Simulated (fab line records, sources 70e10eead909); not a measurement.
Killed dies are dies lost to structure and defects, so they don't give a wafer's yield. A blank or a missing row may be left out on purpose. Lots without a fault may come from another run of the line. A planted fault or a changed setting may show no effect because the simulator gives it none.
fab line records | flow nand_harc
record lots=6 wafers=18 last_day=32
route steps=1302 shown A_ONON_D2@550 END@1302
lots that met no fault: from a run of the same line without faults
start_h: hours from the record's first day to the start of the lot's first wafer shown | wait_h: hours since the lot's step before | " the same as in the row above | L1.1+2: a row that stands for several wafers | - no value, or no start given | * or withheld: withheld | < > ~ a bound
route shown NAME@n: a module of which the file shows steps, and the number in the route of the first | usual: mean/standard deviation of fault-free wafers | same: alike in all rows | chamber/n: place in a boat | sites: the reading at each site | _std_site: their standard deviation | _edge_site: outer sites' mean less inner sites' | radius_mm: how far each site lies from the wafer's centre | mask NAME#n: copy n | behind: the tool/chamber that last shaped the wafer | hold: why the lot was held/for how many hours/how that ended | device: the transistor (n, p or np) that didn't switch | end of line: the same wafers' tests at the end of the route | a step without rows: its recipe alone | killed: dies lost to structure and defects at the first sort, not the wafer's yield | map: a wafer's dies, x killed, . not, _ none there
set.NAME: the setting as run; set.NAME@STEP: as run at that earlier step | model.NAME: the simulator's own value behind a step, which no gauge read
lots at some steps of the route; a table a step, a row a wafer
services: from which hour (start_h, from the record's first day; less than 0 if before it) a tool's chamber was out of use, for how many hours, and why
## steps
# step NHARC_A_ONON_D2_THK_MEAS_08
# recipe thk_meas_gauge=ellipsometry
# usual thk_nm=998/9
# columns lot.wafer tool chamber start_h wait_h thk_nm
L804.1 film_metro-02 - 304.10 - 988
L804.4 " - " " 988
L804.6 " - " " 990
L805.3 film_metro-01 - 314.80 - 996
L805.4 " - " " 999
L805.6 " - " " 999
L813.1 film_metro-02 - 388.88 - 1006
L813.2 " - " " 1006
L813.5 " - " " 1004
L814.1 film_metro-01 - 414.60 - 986
L814.3 " - " " 988
L814.4 " - " " 986
L818.1 film_metro-02 - 444.06 - 997
L818.4 " - " " 999
L818.5 " - " " 998
L822.1 film_metro-02 - 488.70 - 994
L822.4 " - " " 994
L822.6 " - " " 994
# step NHARC_A_ONON_D2_DEP_09
# recipe target_thk_a=10000 n2_flow_sccm=2750 n2o_flow_sccm=2000 nh3_flow_sccm=500 sih4_flow_sccm=210 temp_c=400
# step NHARC_A_ONON_D2_THK_MEAS_11
# recipe thk_meas_gauge=ellipsometry
# usual thk_nm=1002/11
# columns lot.wafer tool chamber start_h wait_h thk_nm
L804.1 film_metro-01 - 304.66 - 1006
L804.4 " - " " 1006
L804.6 " - " " 1005
L805.3 film_metro-02 - 315.36 - 1030
L805.4 " - " " 1030
L805.6 " - " " 1030
L813.1 film_metro-02 - 389.45 - 1006
L813.2 " - " " 1004
L813.5 " - " " 1005
L814.1 film_metro-01 - 415.17 - 997
L814.3 " - " " 1000
L814.4 " - " " 997
L818.1 film_metro-01 - 444.63 - 1011
L818.4 " - " " 1011
L818.5 " - " " 1012
L822.1 film_metro-02 - 489.27 - 1008
L822.4 " - " " 1008
L822.6 " - " " 1007
# step NHARC_A_ONON_D2_DEP_12
# recipe target_thk_a=10000 n2_flow_sccm=2750 n2o_flow_sccm=2000 nh3_flow_sccm=500 sih4_flow_sccm=210 temp_c=400
# step NHARC_A_ONON_D2_THK_MEAS_14
# recipe thk_meas_gauge=ellipsometry
# usual thk_nm=1000/11
# columns lot.wafer tool chamber start_h wait_h thk_nm
L804.1 film_metro-02 - 305.22 - 1007
L804.4 " - " " 1004
L804.6 " - " " 1004
L805.3 film_metro-02 - 315.92 - 985
L805.4 " - " " 985
L805.6 " - " " 986
L813.1 film_metro-02 - 390.04 - 995
L813.2 " - " " 995
L813.5 " - " " 997
L814.1 film_metro-02 - 415.73 - 992
L814.3 " - " " 991
L814.4 " - " " 993
L818.1 film_metro-02 - 445.22 - 1004
L818.4 " - " " 1005
L818.5 " - " " 1005
L822.1 film_metro-02 - 489.83 - 1011
L822.4 " - " " 1011
L822.6 " - " " 1012
# step NHARC_A_ONON_D2_ANNEAL_15
# recipe temp_c=750 time_s=3600
# step NHARC_A_ONON_D2_DEP_16
# recipe target_thk_a=10000 n2_flow_sccm=2750 n2o_flow_sccm=2000 nh3_flow_sccm=500 sih4_flow_sccm=210 temp_c=400
# step NHARC_A_ONON_D2_THK_MEAS_18
# recipe thk_meas_gauge=ellipsometry
# usual thk_nm=1002/9.5
# columns lot.wafer tool chamber start_h wait_h thk_nm
L804.1 film_metro-02 - 316.59 - 980
L804.4 " - " " 980
L804.6 " - " " 979
L805.3 film_metro-02 - 323.34 - 1017
L805.4 " - " " 1017
L805.6 " - " " 1017
L813.1 film_metro-02 - 397.77 - 989
L813.2 " - " " 988
L813.5 " - " " 988
L814.1 film_metro-02 - 423.11 - 1002
L814.3 " - " " 1003
L814.4 " - " " 1002
L818.1 film_metro-02 - 452.55 - 994
L818.4 " - " " 993
L818.5 " - " " 993
L822.1 film_metro-02 - 497.29 - 1007
L822.4 " - " " 1005
L822.6 " - " " 1006
# step NHARC_A_ONON_D2_DEP_19
# recipe target_thk_a=10000 n2_flow_sccm=2750 n2o_flow_sccm=2000 nh3_flow_sccm=500 sih4_flow_sccm=210 temp_c=400
# step NHARC_A_ONON_D2_THK_MEAS_21
# recipe thk_meas_gauge=ellipsometry
# usual thk_nm=996/12
# columns lot.wafer tool chamber start_h wait_h thk_nm
L804.1 film_metro-02 - 317.15 - 976
L804.4 " - " " 973
L804.6 " - " " 974
L805.3 film_metro-01 - 323.90 - 992
L805.4 " - " " 989
L805.6 " - " " 991
L813.1 film_metro-01 - 398.35 - 993
L813.2 " - " " 994
L813.5 " - " " 994
L814.1 film_metro-01 - 423.67 - 1013
L814.3 " - " " 1015
L814.4 " - " " 1015
L818.1 film_metro-02 - 453.12 - 990
L818.4 " - " " 987
L818.5 " - " " 990
L822.1 film_metro-01 - 497.86 - 1017
L822.4 " - " " 1017
L822.6 " - " " 1019
# step NHARC_A_ONON_D2_DEP_22
# recipe target_thk_a=10000 n2_flow_sccm=2750 n2o_flow_sccm=2000 nh3_flow_sccm=500 sih4_flow_sccm=210 temp_c=400
# step NHARC_A_ONON_D2_THK_MEAS_24
# recipe thk_meas_gauge=ellipsometry
# usual thk_nm=1000/11
# columns lot.wafer tool chamber start_h wait_h thk_nm
L804.1 film_metro-01 - 317.72 - 1009
L804.4 " - " " 1010
L804.6 " - " " 1010
L805.3 film_metro-01 - 324.49 - 1013
L805.4 " - " " 1015
L805.6 " - " " 1014
L813.1 film_metro-02 - 398.91 - 1016
L813.2 " - " " 1015
L813.5 " - " " 1017
L814.1 film_metro-02 - 424.24 - 995
L814.3 " - " " 995
L814.4 " - " " 994
L818.1 film_metro-02 - 453.69 - 1022
L818.4 " - " " 1024
L818.5 " - " " 1022
L822.1 film_metro-02 - 498.43 - 1013
L822.4 " - " " 1013
L822.6 " - " " 1013
# step NHARC_A_ONON_D2_DEP_25
# recipe target_thk_a=10000 n2_flow_sccm=2750 n2o_flow_sccm=2000 nh3_flow_sccm=500 sih4_flow_sccm=210 temp_c=400
# usual n2_flow_sccm=2750/8.2 n2o_flow_sccm=2000/5.9 sih4_flow_sccm=210.1/0.66
# columns lot.wafer tool chamber start_h wait_h n2_flow_sccm n2o_flow_sccm sih4_flow_sccm
L804.1 pecvd_onon-03 0 317.77 0.1 2742 1998 210.2
L804.4 " 0 " " 2734 1998 210.3
L804.6 " 0 " " 2742 1998 209.9
L805.3 pecvd_onon-03 0 324.67 0.2 2738 1989 209.8
L805.4 " 0 " " 2747 1998 209.8
L805.6 " 0 " " 2739 2001 210.2
L813.1 pecvd_onon-04 - 398.97 0.1 - - -
L813.2 " - " " - - -
L813.5 " - " " - - -
L814.1 pecvd_onon-03 - 424.30 0.1 - - -
L814.3 " - " " - - -
L814.4 " - " " - - -
L818.1 pecvd_onon-02 0 453.74 0.1 2763 1996 210.6
L818.4 " 0 " " 2761 1988 210.7
L818.5 " 0 " " 2765 2001 211.4
L822.1 pecvd_onon-02 0 498.48 0.1 2741 2007 209.7
L822.4 " 0 " " 2742 2002 211.9
L822.6 " 0 " " 2741 2000 210.4
# step NHARC_END_SORT_01
# recipe temp_c=25
# usual killed_at_array=57/19 killed_at_other=0.9/1.1 killed_at_periphery=4.0/2.6 killed_dies=62/19 killed_open=3.3/1.8 killed_short=2.4/1.7
# same gross_dies=677
# columns lot.wafer tool chamber start_h wait_h killed_at_array killed_at_other killed_at_periphery killed_dies killed_open killed_short
L804.1 prober-01 0 580.11 2.5 25 0 6 31 2 5
L804.4 prober-01 0 582.50 3.4 30 1 8 39 4 0
L804.6 prober-01 0 584.09 4.0 16 1 10 27 3 1
L805.3 prober-01 0 600.71 3.1 55 0 5 60 2 4
L805.4 prober-01 0 601.51 3.4 39 0 5 44 3 1
L805.6 prober-01 0 603.10 4.0 50 0 8 58 3 2
L813.1 prober-02 0 686.84 2.4 672 0 5 677 1 0
L813.2 prober-02 0 687.63 2.8 670 0 7 677 4 0
L813.5 prober-02 0 690.02 3.7 671 1 5 677 2 3
L814.1 prober-01 0 686.90 2.5 676 0 1 677 3 3
L814.3 prober-01 0 688.49 3.1 673 1 3 677 1 1
L814.4 prober-01 0 689.28 3.4 673 0 4 677 2 2
L818.1 prober-02 0 718.63 2.5 54 0 3 57 1 0
L818.4 prober-02 0 721.06 3.4 54 0 4 58 4 0
L818.5 prober-02 0 721.87 3.7 76 0 3 79 3 5
# killed by level:class
L804.1 A_CHANNEL_HOLE_D2:chamber_film_flake=6 A_CHANNEL_HOLE_D1:chamber_film_flake=5 A_CONTACT:chamber_film_flake=4 A_SLIT:chamber_film_flake=3 A_ONON_D2:geometric_particle:short=2 P_CONTACT:chamber_film_flake=2 A_BONDPAD:chamber_film_flake=2 P_CONTACT:geometric_particle:open=1
L804.4 A_CHANNEL_HOLE_D2:chamber_film_flake=17 P_CONTACT:chamber_film_flake=4 A_SLIT:chamber_film_flake=4 P_GATE:chamber_film_flake=2 A_WL_FILL:chamber_film_flake=2 A_CONTACT:chamber_film_flake=2 P_GATE:geometric_particle:open=1 A_CHANNEL_FILL_D1:geometric_particle:open=1
L804.6 P_CONTACT:chamber_film_flake=6 A_CHANNEL_HOLE_D2:chamber_film_flake=5 P_ZERO_WELL:chamber_film_flake=2 A_CONTACT:chamber_film_flake=2 A_BONDPAD:chamber_film_flake=2 P_M0:geometric_particle:open=1 A_CHANNEL_FILL_D1:geometric_particle:open=1 A_CHANNEL_FILL_D2:geometric_particle:open=1
L805.3 A_CHANNEL_HOLE_D1:chamber_film_flake=28 A_CHANNEL_HOLE_D2:chamber_film_flake=16 A_CHANNEL_FILL_D1:chamber_film_flake=3 A_CHANNEL_FILL_D2:chamber_film_flake=2 P_CONTACT:geometric_particle:open=1 P_M2:geometric_particle:open=1 P_M2:geometric_particle:short=1 A_DECK1_JOINT:geometric_particle:short=1
L805.4 A_CHANNEL_HOLE_D1:chamber_film_flake=24 A_CHANNEL_HOLE_D2:chamber_film_flake=10 P_STI:chamber_film_flake=2 P_CONTACT:geometric_particle:open=1 A_SOURCE_PLATE:geometric_particle:short=1 A_CHANNEL_FILL_D2:geometric_particle:open=1 A_BLC:geometric_particle:open=1 P_ZERO_WELL:chamber_film_flake=1
L805.6 A_CHANNEL_HOLE_D1:chamber_film_flake=33 A_CHANNEL_HOLE_D2:chamber_film_flake=12 P_ZERO_WELL:chamber_film_flake=3 P_STI:chamber_film_flake=3 A_ONON_D2:geometric_particle:short=2 P_M0:geometric_particle:open=1 A_ONON_D2:geometric_particle:open=1 A_M0:geometric_particle:open=1
L813.1 A_ONON_D2:area_dep=625 A_CHANNEL_HOLE_D1:chamber_film_flake=33 A_SLIT:chamber_film_flake=4 P_GATE:chamber_film_flake=3 A_WL_FILL:chamber_film_flake=3 P_CONTACT:chamber_film_flake=2 A_DECK1_JOINT:chamber_film_flake=2 A_CONTACT:chamber_film_flake=2
L814.1 A_ONON_D2:area_dep=614 A_CHANNEL_HOLE_D1:chamber_film_flake=26 A_SLIT:chamber_film_flake=25 A_STAIRCASE:chamber_film_flake=3 A_WL_FILL:chamber_film_flake=2 P_GATE:geometric_particle:open=1 A_CHANNEL_FILL_D1:geometric_particle:short=1 A_DECK1_JOINT:geometric_particle:open=1
L813.2 A_ONON_D2:area_dep=632 A_CHANNEL_HOLE_D1:chamber_film_flake=30 P_GATE:chamber_film_flake=4 A_CONTACT:chamber_film_flake=3 P_CONTACT:geometric_particle:open=2 P_M0:geometric_particle:open=1 A_ONON_D2:geometric_particle:open=1 A_CHANNEL_HOLE_D2:chamber_film_flake=1
L814.3 A_ONON_D2:area_dep=626 A_CHANNEL_HOLE_D1:chamber_film_flake=25 A_SLIT:chamber_film_flake=16 P_GATE:chamber_film_flake=2 A_STAIRCASE:chamber_film_flake=2 A_ONON_D1:geometric_particle:open=1 A_CHANNEL_HOLE_D2:geometric_particle:short=1 P_M1:chamber_film_flake=1
L814.4 A_ONON_D2:area_dep=611 A_CHANNEL_HOLE_D1:chamber_film_flake=26 A_SLIT:chamber_film_flake=25 A_BLC:geometric_particle:short=2 A_ZERO_WELL:chamber_film_flake=2 A_STAIRCASE:chamber_film_flake=2 A_WL_FILL:chamber_film_flake=2 A_CONTACT:chamber_film_flake=2
L813.5 A_ONON_D2:area_dep=612 A_CHANNEL_HOLE_D1:chamber_film_flake=46 A_SLIT:chamber_film_flake=5 P_GATE:chamber_film_flake=3 A_DECK1_JOINT:geometric_particle:short=2 A_BLC:geometric_particle:open=2 A_CHANNEL_HOLE_D2:chamber_film_flake=2 P_CONTACT:geometric_particle:short=1
L818.1 A_CHANNEL_HOLE_D1:chamber_film_flake=24 A_CHANNEL_HOLE_D2:chamber_film_flake=16 A_CONTACT:chamber_film_flake=5 A_SLIT:chamber_film_flake=4 P_M2:chamber_film_flake=2 A_STAIRCASE:chamber_film_flake=2 A_M1:geometric_particle:open=1 P_ZERO_WELL:chamber_film_flake=1
L818.4 A_CHANNEL_HOLE_D1:chamber_film_flake=22 A_CHANNEL_HOLE_D2:chamber_film_flake=15 A_SLIT:chamber_film_flake=7 A_STAIRCASE:chamber_film_flake=3 A_CONTACT:chamber_film_flake=2 P_M0:geometric_particle:open=1 P_M1:geometric_particle:open=1 A_CHANNEL_FILL_D1:geometric_particle:open=1
L818.5 A_CHANNEL_HOLE_D1:chamber_film_flake=36 A_CHANNEL_HOLE_D2:chamber_film_flake=13 A_SLIT:chamber_film_flake=8 A_CONTACT:chamber_film_flake=7 A_DECK1_JOINT:chamber_film_flake=3 A_STAIRCASE:chamber_film_flake=3 A_ONON_D1:geometric_particle:short=2 P_GATE:geometric_particle:short=1
# map L813.1 (x killed, . not)
____________x____________
_________xxxxxxx_________
_______xxxxxxxxxxx_______
______xxxxxxxxxxxxx______
_____xxxxxxxxxxxxxxx_____
____xxxxxxxxxxxxxxxxx____
____xxxxxxxxxxxxxxxxx____
___xxxxxxxxxxxxxxxxxxx___
___xxxxxxxxxxxxxxxxxxx___
__xxxxxxxxxxxxxxxxxxxxx__
__xxxxxxxxxxxxxxxxxxxxx__
_xxxxxxxxxxxxxxxxxxxxxxx_
_xxxxxxxxxxxxxxxxxxxxxxx_
_xxxxxxxxxxxxxxxxxxxxxxx_
_xxxxxxxxxxxxxxxxxxxxxxx_
_xxxxxxxxxxxxxxxxxxxxxxx_
xxxxxxxxxxxxxxxxxxxxxxxxx
xxxxxxxxxxxxxxxxxxxxxxxxx
xxxxxxxxxxxxxxxxxxxxxxxxx
xxxxxxxxxxxxxxxxxxxxxxxxx
xxxxxxxxxxxxxxxxxxxxxxxxx
_xxxxxxxxxxxxxxxxxxxxxxx_
_xxxxxxxxxxxxxxxxxxxxxxx_
_xxxxxxxxxxxxxxxxxxxxxxx_
_xxxxxxxxxxxxxxxxxxxxxxx_
_xxxxxxxxxxxxxxxxxxxxxxx_
__xxxxxxxxxxxxxxxxxxxxx__
__xxxxxxxxxxxxxxxxxxxxx__
___xxxxxxxxxxxxxxxxxxx___
___xxxxxxxxxxxxxxxxxxx___
____xxxxxxxxxxxxxxxxx____
____xxxxxxxxxxxxxxxxx____
_____xxxxxxxxxxxxxxx_____
______xxxxxxxxxxxxx______
_______xxxxxxxxxxx_______
_________xxxxxxx_________
____________x____________
# map L814.1 (x killed, . not)
____________x____________
_________xxxxxxx_________
_______xxxxxxxxxxx_______
______xxxxxxxxxxxxx______
_____xxxxxxxxxxxxxxx_____
____xxxxxxxxxxxxxxxxx____
____xxxxxxxxxxxxxxxxx____
___xxxxxxxxxxxxxxxxxxx___
___xxxxxxxxxxxxxxxxxxx___
__xxxxxxxxxxxxxxxxxxxxx__
__xxxxxxxxxxxxxxxxxxxxx__
_xxxxxxxxxxxxxxxxxxxxxxx_
_xxxxxxxxxxxxxxxxxxxxxxx_
_xxxxxxxxxxxxxxxxxxxxxxx_
_xxxxxxxxxxxxxxxxxxxxxxx_
_xxxxxxxxxxxxxxxxxxxxxxx_
xxxxxxxxxxxxxxxxxxxxxxxxx
xxxxxxxxxxxxxxxxxxxxxxxxx
xxxxxxxxxxxxxxxxxxxxxxxxx
xxxxxxxxxxxxxxxxxxxxxxxxx
xxxxxxxxxxxxxxxxxxxxxxxxx
_xxxxxxxxxxxxxxxxxxxxxxx_
_xxxxxxxxxxxxxxxxxxxxxxx_
_xxxxxxxxxxxxxxxxxxxxxxx_
_xxxxxxxxxxxxxxxxxxxxxxx_
_xxxxxxxxxxxxxxxxxxxxxxx_
__xxxxxxxxxxxxxxxxxxxxx__
__xxxxxxxxxxxxxxxxxxxxx__
___xxxxxxxxxxxxxxxxxxx___
___xxxxxxxxxxxxxxxxxxx___
____xxxxxxxxxxxxxxxxx____
____xxxxxxxxxxxxxxxxx____
_____xxxxxxxxxxxxxxx_____
______xxxxxxxxxxxxx______
_______xxxxxxxxxxx_______
_________xxxxxxx_________
____________x____________
## services
# columns tool chamber start_h hours kind
pecvd_onon-04 - 311.62 13.0 pm
pecvd_onon-02 - 366.00 13.0 pm
pecvd_onon-03 - 408.13 13.0 pm
pecvd_onon-04 - 492.62 13.0 pm
## key
first_sign step=NHARC_A_ONON_D2_DEP_25 reading=tool_record direction=missing
effect step=NHARC_END_SORT_01 reading=killed_dies direction=up sigmas=33 usual=62 struck=677
more_kills_born_at NHARC_A_ONON_D2_DEP_25@pecvd_onon-04=1869 NHARC_A_ONON_D2_DEP_25@pecvd_onon-03=1851
met_at NHARC_A_ONON_D2_DEP_25
struck_wafers L813.1,L813.2,L813.5,L814.1,L814.3,L814.4
later_rows_left_out L813.1,L813.2,L813.5,L814.1,L814.3,L814.4
tester_left_out L813,L814
onset_between 324.67 398.97
fault kind=skipped_step_whole tool=pecvd_onon-03,pecvd_onon-04 chamber=- onset_h=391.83 steps=NHARC_A_ONON_D2_DEP_25 scope=struck_lots_only
# tester_left_out: of these lots the tester's yield and bins aren't shown, on N5 and GAA mostly nor the transistor test; their killed dies are dies lost to structure and defects alone, not to doping, threshold or leakage, so they don't give the yield
# later_rows_left_out: the simulator's readings of these wafers behind a module that went badly wrong aren't trusted and aren't shown, but for the sort
